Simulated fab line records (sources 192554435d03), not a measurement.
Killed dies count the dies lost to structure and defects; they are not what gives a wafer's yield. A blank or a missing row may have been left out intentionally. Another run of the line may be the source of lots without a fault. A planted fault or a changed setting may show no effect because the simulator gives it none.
Chamber matching + flow n5-finfet + N5_SPACER0_ALD_08 on ald-sin-03 has 4 sister chambers
The step deposits SiNx, target thk 2 nm. 8 wafers are shown with their chamber, then 12 later ones without.

WAFERS PAIRED WITH THEIR CHAMBERS
| wafer  | chamber | heater-power-w (W) |
|--------|---------|--------------------|
| L082.1 | 2       | 887                |
| L090.3 | 3       | 857                |
| L092.1 | 1       | 765                |
| L092.2 | 2       | 878                |
| L092.3 | 0       | 908                |
| L094.1 | 1       | 754                |
| L094.4 | 3       | 832                |
| L094.6 | 0       | 888                |

WAFERS WITHOUT THEIR CHAMBER
| wafer  | heater-power-w (W) |
|--------|--------------------|
| L095.2 | 841                |
| L095.3 | 894                |
| L095.6 | 893                |
| L096.1 | 907                |
| L096.2 | 861                |
| L096.3 | 921                |
| L096.4 | 755                |
| L096.5 | 852                |
| L096.6 | 893                |
| L097.1 | 759                |
| L097.4 | 916                |
| L097.6 | 857                |

WHICH CHAMBER EACH WENT THROUGH
| wafer  | from the rows above          | in truth |
|--------|------------------------------|----------|
| L095.2 | 3                            | 3        |
| L095.3 | can't be placed: 0 or 2      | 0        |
| L095.6 | can't be placed: 0 or 2      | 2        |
| L096.1 | can't be placed: 0 or 2      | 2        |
| L096.2 | can't be placed: 3 or 2 or 0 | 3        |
| L096.3 | can't be placed: 0 or 2      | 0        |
| L096.4 | 1                            | 1        |
| L096.5 | can't be placed: 3 or 2      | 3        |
| L096.6 | can't be placed: 0 or 2      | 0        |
| L097.1 | 1                            | 1        |
| L097.4 | can't be placed: 0 or 2      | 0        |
| L097.6 | can't be placed: 3 or 2      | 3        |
Correctly placed: 3 of 12. Can't be placed from these rows: 9 (the true chamber is among the candidates in 9). Placed wrongly: 0.
How it was worked out, from the rows above alone: a wafer's distance from a chamber is the root of the sum, over the readings, of the square of ((its reading less the chamber's mean) divided by the reading's scatter). If the next closest chamber is less than 2 further off than the closest, the wafer can't be placed; otherwise it belongs to the closest. The mean given for a chamber averages the wafers shown for that chamber. How the scatter is found: for the shown wafers, subtract from each reading the mean of its chamber, square and add these, divide the total by (wafers less chambers), then take the root.
